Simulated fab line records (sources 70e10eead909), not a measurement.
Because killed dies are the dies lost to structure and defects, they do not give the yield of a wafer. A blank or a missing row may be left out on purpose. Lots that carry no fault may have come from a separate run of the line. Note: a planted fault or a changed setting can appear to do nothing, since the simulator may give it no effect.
Which tool is to blame? -- flow nandHarc -- Sampling: 7 lots, 21 wafers, 4 of 1159 route steps

## WHAT THE GAUGES SHOWED, per wafer
NHARC_A_ONON_D1_THK_MEAS_21: measures by ellipsometry.
lot,measured,on,thkNm (nm)
L384,day 8 04:22,filmMetro-01,1006 1007 1005
L392,day 10 01:18,filmMetro-01,1004 643 1005
L396,day 11 02:21,filmMetro-02,984 984 984
L400,day 11 18:27,filmMetro-01,1006 1005 1005
L401,day 12 01:21,filmMetro-01,993 993 993
L403,day 12 16:26,filmMetro-01,997 995 995
L406,day 13 19:58,filmMetro-02,1001 1001 1000

## TOOL THAT RAN EACH LOT (tool first, then ch and the chambers of the sampled wafers, then the start)
lot,NHARC_P_BONDPAD_DEGAS_25,NHARC_P_BONDPAD_ANNEAL_28,NHARC_A_ONON_D1_DEP_19
L384,"pvdSputter-03, day 6 19:52","rtpAnneal-02 ch 0, day 6 20:37","pecvdOnon-02 ch 0, day 8 03:51"
L392,"pvdSputter-03, day 8 13:57","rtpAnneal-02 ch 0, day 8 14:45","pecvdOnon-02 ch 0, day 10 00:51"
L396,"pvdSputter-01, day 9 12:35","rtpAnneal-02 ch 0, day 9 13:23","pecvdOnon-03 ch 0, day 11 01:53"
L400,"pvdSputter-03, day 10 06:24","rtpAnneal-02 ch 0, day 10 07:11","pecvdOnon-03 ch 0, day 11 18:00"
L401,"pvdSputter-01, day 10 13:01","rtpAnneal-02 ch 0, day 10 13:50","pecvdOnon-04 ch 0, day 12 00:58"
L403,"pvdSputter-01, day 11 04:34","rtpAnneal-02 ch 0, day 11 05:21","pecvdOnon-03 ch 0, day 12 15:59"
L406,"pvdSputter-01, day 12 06:26","rtpAnneal-02 ch 0, day 12 07:20","pecvdOnon-03 ch 0, day 13 19:27"
- NHARC_P_BONDPAD_DEGAS_25: time 60 s.
- NHARC_P_BONDPAD_ANNEAL_28: time 90 s.
- NHARC_A_ONON_D1_DEP_19: target thk 1000 nm.

## THE ANSWER, worked out from the rows above alone
Rule: the usual values come from the lots themselves. The widest of any qualifying gaps counts: lots, ordered by their means at a reading, are off when they make up no more than a third of the lots, leave a main group of 4 or more, and stand apart from it by 3 or more times the standard deviation of that group's means. If all means in a main group match to the digits the tables above print for the reading, that group is not used. Also off: a lot with no number at a reading for which 4 or more lots have one. Any other lot the step has rows for is counted as sound.
Off, at NHARC_A_ONON_D1_THK_MEAS_21 on thkNm: L392. The main group has a mean of 997 nm with a standard deviation of 7.6.
If a tool, at a process step before that reading, ran all the lots that are off and no sound lot after the first of them, it fits. Those tools and the gauges at NHARC_A_ONON_D1_THK_MEAS_21 are tried in the same way. One fits: pecvdOnon-02 at NHARC_A_ONON_D1_DEP_19. Its last sound lot is L384 (day 8 03:51), its first lot that is off L392 (day 10 00:51): a fault that began between those two fits.

## WHAT THE SIMULATOR PUT IN
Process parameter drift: pecvdOnon-02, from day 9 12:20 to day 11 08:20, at NHARC_A_ONON_D1_DEP_19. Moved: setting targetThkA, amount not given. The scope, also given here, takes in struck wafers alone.
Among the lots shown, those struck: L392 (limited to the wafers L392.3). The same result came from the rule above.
